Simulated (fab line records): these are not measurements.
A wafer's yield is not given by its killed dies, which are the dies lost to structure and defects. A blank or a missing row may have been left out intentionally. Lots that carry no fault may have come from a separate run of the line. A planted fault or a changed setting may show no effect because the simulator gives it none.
A lot that was struck, set against a sound lot | flow nand-harc | 15 steps out of a route of 1159
Sound: these wafers, L434.3, L434.4, L434.6. Struck: wafer L448.6 (left out: L448.3, L448.5 of the same lot, which were not struck); the cause appears at the end.
Order at every step that has rows: each side's tool, ch and its chambers, its first start. Under that, the readings that differ: sound wafers | struck wafers | difference of the means | sigmas: that difference in standard deviations of wafers without a fault.
alike: readings whose means differ by less than 2 such deviations, and words and numbers that are the same on both sides. not compared: withheld readings, readings that some wafer has no value for, bounds like >300 that may hide the same value, and numbers for which the record gives no deviation and whose values overlap.
A row with sigmas, a row that says differs or no value, or rows on one side alone: a step with any of these is where the two part. When numbers do not overlap yet have no deviation, they are printed without sigmas and do not part them. A reading that every wafer of one side lacks parts them only if that side has two wafers or more.

NHARC_THIN_TSV_DEP_43: deposits SiO2, target thk 1328.5 nm.
  sound on pecvd-02 ch 0,1, day 19 07:22; struck on pecvd-02 ch 1, day 23 04:30
  alike: showerhead-vpp-V, throttle-valve-pct
then, 8 steps without rows for these wafers: NHARC_THIN_TSV_DEHYDRATE_04 (time 120 s); NHARC_THIN_TSV_HMDS_05 (time 30 s); NHARC_THIN_TSV_COAT_06; NHARC_THIN_TSV_SOFTBAKE_07 (time 95 s); NHARC_THIN_TSV_EBR_08; NHARC_THIN_TSV_EXPOSE_09 (exposes mask TSV); NHARC_THIN_TSV_PEB_10 (peb time 85 s); NHARC_THIN_TSV_DEVELOP_11 (time 70 s).
NHARC_THIN_TSV_CD_MEAS_12 targets a cd of 1000 nm.
  sound on cd-sem-02 ch 0, day 19 08:07; struck on cd-sem-02 ch 0, day 23 05:17
  alike: cd-nm
then, 1 step without rows for these wafers: NHARC_THIN_TSV_HARDBAKE_13 (time 80 s).
NHARC_THIN_TSV_DESCUM_14: chemistry O2, time 3 s.
  sound on rie-diel-04 ch 0,1,2, day 19 08:16; struck on rie-diel-08 ch 2, day 23 05:28
  alike: chamber-pressure-mTorr, drypump-motor-current-A, oes-product-au, rf-vpp-V, showerhead-plenum-p-Torr, throttle-valve-pct
  not compared: rf-hours-counter-h
NHARC_THIN_TSV_ETCH_44: etches the open film in CF4/O2, target depth 1594.2 nm, time 797.1 s.
  sound on rie-diel-04 ch 0,2,3, day 19 08:25; struck on rie-diel-08 ch 1, day 23 05:42
  reading                        | sound                | struck | difference | sigmas
  chamber-pressure-mTorr (mTorr) | 30.023 29.982 29.999 | 29.932 | -0.069     | -2
  oes-product-au (a.u.)          | 0.995 0.996 0.991    | 1.011  | +0.017     | +2
  run-length-s (s)               | 817.9 818.1 818.5    | 640.1  | -178.1     | -99 or more
  alike: drypump-motor-current-A, rf-vpp-V, showerhead-plenum-p-Torr, throttle-valve-pct
  not compared: bias-w, rf-hours-counter-h
NHARC_THIN_TSV_ETCH_15: target depth 3000 nm, bosch target overetch cycles 2, bosch etch step 2.8 s.
  sound on rie-si-01 ch 0,1,2, day 19 08:57; struck on rie-si-04 ch 1, day 23 06:07
  alike: drypump-motor-current-A
  not compared: rf-hours-counter-h
NHARC_END_SORT_01:
  here the record holds rows for the struck wafers (prober-02 ch 0, day 24 00:21) but none for the sound ones

## WHERE THEY PART
Last at NHARC_END_SORT_01 as far as this record goes, first at NHARC_THIN_TSV_ETCH_44.

WHY: whatever the simulator had introduced
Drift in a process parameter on rie-diel-08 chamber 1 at NHARC_THIN_TSV_ETCH_44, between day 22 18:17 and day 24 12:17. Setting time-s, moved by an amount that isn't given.
